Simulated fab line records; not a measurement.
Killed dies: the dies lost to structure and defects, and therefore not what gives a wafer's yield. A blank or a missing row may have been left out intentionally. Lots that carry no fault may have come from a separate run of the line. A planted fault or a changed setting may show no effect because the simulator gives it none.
Matching of chambers	flow nand harc	NHARC_A_M1_STRIP_18 on rie diel-10: 4 sister chambers
The step strips in N2/H2. 4 wafers are shown with their chamber, then 7 later ones without.

## WAFERS WITH THEIR CHAMBER
wafer	chamber	drypump motor current A (A)
L601.2	1	5.95
L609.4	3	6.21
L615.1	2	5.77
L615.4	0	5.95

## WAFERS WHOSE CHAMBER IS MISSING
wafer	drypump motor current A (A)
L615.6	5.78
L618.1	6.19
L618.3	5.95
L618.6	5.73
L622.3	5.94
L622.4	5.74
L622.6	6.23

## WHICH CHAMBER EACH WENT THROUGH
wafer	from the rows above	in truth
L615.6	2	2
L618.1	3	3
L618.3	can't be placed: 0 or 1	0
L618.6	2	2
L622.3	can't be placed: 0 or 1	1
L622.4	2	2
L622.6	3	3
5 of 7 placed correctly. Unplaceable from these rows: 2, with the true chamber sitting among the candidates in 2. Placed wrongly: 0.
How it was worked out, from the rows above alone: a wafer's distance from a chamber is the root of the sum, over the readings, of the square of ((its reading less the chamber's mean) divided by the reading's scatter). If the next closest chamber is less than 2 further off than the closest, the wafer can't be placed; otherwise it belongs to the closest. A chamber's mean is the mean of its shown wafers. The scatter: with one shown wafer a chamber, the root of the mean of the squares of how far each hidden wafer lies from its nearest shown one.
